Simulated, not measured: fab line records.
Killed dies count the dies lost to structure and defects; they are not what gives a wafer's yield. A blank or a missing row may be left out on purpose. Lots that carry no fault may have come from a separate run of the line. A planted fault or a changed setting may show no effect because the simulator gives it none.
Matching of chambers ; flow n5-finfet ; 4 sister chambers for N5_BEOL_M3_VIA_ETCH_34 on rie-diel-05
The step etches the open film in C4F6/O2, target depth 69.4 nm, time 65.9 s. 16 wafers are shown with their chamber, then 8 later ones without.

== EACH WAFER AND ITS CHAMBER ==
wafer;chamber;rf-vpp-V (V);throttle-valve-pct (%);oes-product-au (a.u.)
L075.2;1;659;30.8;0.69
L075.3;0;664;30.2;0.90
L075.4;3;647;30.3;0.68
L079.2;0;664;30.2;0.90
L079.3;2;665;30.1;0.66
L079.5;0;664;30.2;0.89
L081.2;2;666;30.1;0.66
L081.3;1;661;30.8;0.67
L081.5;1;661;30.8;0.68
L090.3;3;645;29.9;0.94
L090.5;1;672;30.5;0.98
L090.6;3;645;29.9;0.94
L091.1;3;644;29.9;0.94
L091.4;3;646;29.9;0.93
L091.5;1;670;30.5;0.96
L092.1;1;671;30.5;0.95

SIGNATURES (averages over the wafers above)
reading;chamber 0;chamber 1;chamber 2;chamber 3;scatter within a chamber
rf-vpp-V;664.00;665.67;665.50;645.40;3.88
throttle-valve-pct;30.200;30.650;30.100;29.980;0.148
oes-product-au;0.8967;0.8217;0.6600;0.8860;0.121
Rule: for a wafer and a chamber, the distance is found by dividing, reading by reading, the gap between the wafer's reading and the chamber's mean by the reading's scatter, squaring, summing and taking the root. If the next closest chamber is less than 2 further off than the closest, the wafer can't be placed; otherwise it belongs to the closest. How the scatter is found: for the shown wafers, subtract from each reading the mean of its chamber, square and add these, divide the total by (wafers less chambers), then take the root.

== WAFERS MISSING THEIR CHAMBER ==
wafer;rf-vpp-V (V);throttle-valve-pct (%);oes-product-au (a.u.)
L092.3;645;29.9;0.94
L092.6;665;30.2;0.85
L094.1;664;30.1;1.00
L094.2;662;30.2;0.85
L094.6;666;30.2;0.84
L095.1;646;29.9;0.92
L095.5;645;30.0;0.93
L095.6;666;30.1;0.99

== THE CHAMBER EACH PASSED THROUGH ==
wafer;from the rows above;in truth
L092.3;3;3
L092.6;can't be placed: 0 or 2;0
L094.1;can't be placed: 0 or 2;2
L094.2;can't be placed: 0 or 2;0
L094.6;can't be placed: 0 or 2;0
L095.1;3;3
L095.5;3;3
L095.6;can't be placed: 0 or 2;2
Placed correctly: 3 of 8. These rows do not allow placing 5 (true chamber among the candidates in 5). Number placed wrongly: 0.
